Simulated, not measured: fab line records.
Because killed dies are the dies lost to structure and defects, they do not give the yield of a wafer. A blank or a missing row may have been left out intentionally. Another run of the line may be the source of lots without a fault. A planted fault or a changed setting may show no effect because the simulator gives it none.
The same fault as seen by 2 desks    flow nand harc    only its own numbers are on each desk; what lay behind them is given at the end

## FROM THE METROLOGY DESK
What the gauges read, lot by lot, whatever tool the lot ran on: means of the sampled wafers that have a number. The brackets show how far a lot's mean lies from the usual mean; more than 4 standard deviations puts the lot out of limits, marked OUT.
Columns: A = cd nm at NHARC_P_GATE_CD_MEAS_11, usual 1639.3 nm; B = cd nm at NHARC_P_GATE_CD_MEAS_26, usual 120.0 nm; C = overlay x nm at NHARC_P_GATE_OVL_MEAS_27, usual 0.1 nm; D = overlay y nm at NHARC_P_GATE_OVL_MEAS_27, usual 0.1 nm; E = cd nm at NHARC_P_GATE_CD_MEAS_33, usual 120 nm
lot   first seen here  A       B      C     D     E
L821  day 5 10:52      1639.7  120.6  -0.3  1.7   122
L825  day 7 06:38      1641.3  120.5  1.4   -0.5  121
L826  day 7 20:59      1639.7  119.9  -0.7  -1.2  123
L835  day 11 07:55     1641.2  120.2  0.5   -0.1  119
L836  day 11 18:35     1640.6  119.4  0.9   0.5   115
L839  day 13 02:38     1637.0  120.4  0.5   0.1   124
This desk's verdict: no lot among the 6 shows anything out of limits.

## THE DEFECT DESK
Per lot, the means of the sampled wafers with a number show what the inspections along the route counted. The brackets show how far a lot's mean lies from the usual mean; more than 4 standard deviations puts the lot out of limits, marked OUT.
Columns: A = raw defect count at NHARC_P_GATE_INSPECT_28, usual 7; B = raw defect count at NHARC_P_GATE_INSPECT_68, usual 204
lot   first seen here  A              B
L821  day 6 05:04      7              199
L825  day 7 20:43      225 (+66) OUT  341
L826  day 8 11:07      224 (+66) OUT  313
L835  day 12 00:07     4              200
L836  day 12 12:17     9              266
L839  day 13 18:14     11             273
This desk's verdict: out of limits on L825, L826, starting with L825 at day 7 20:43 (raw defect count at NHARC_P_GATE_INSPECT_28). In limits: L821, L835, L836, L839.

## TAKEN TOGETHER
The defect desk could have raised an alarm at day 7 20:43, on L825, L826.
From the metrology desk's view, nothing was out of limits.
The metrology desk has L825, L826 on record, within its limits.
Every lot named ran NHARC_P_GATE_PRECLEAN_71 on wet bench-01.

## WHAT THE SIMULATOR HAD PUT IN
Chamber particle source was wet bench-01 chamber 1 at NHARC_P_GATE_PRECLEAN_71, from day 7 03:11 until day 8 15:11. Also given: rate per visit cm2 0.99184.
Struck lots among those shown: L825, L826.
Hours from the fault's start to each desk's first reading out of limits: the defect desk, 18.
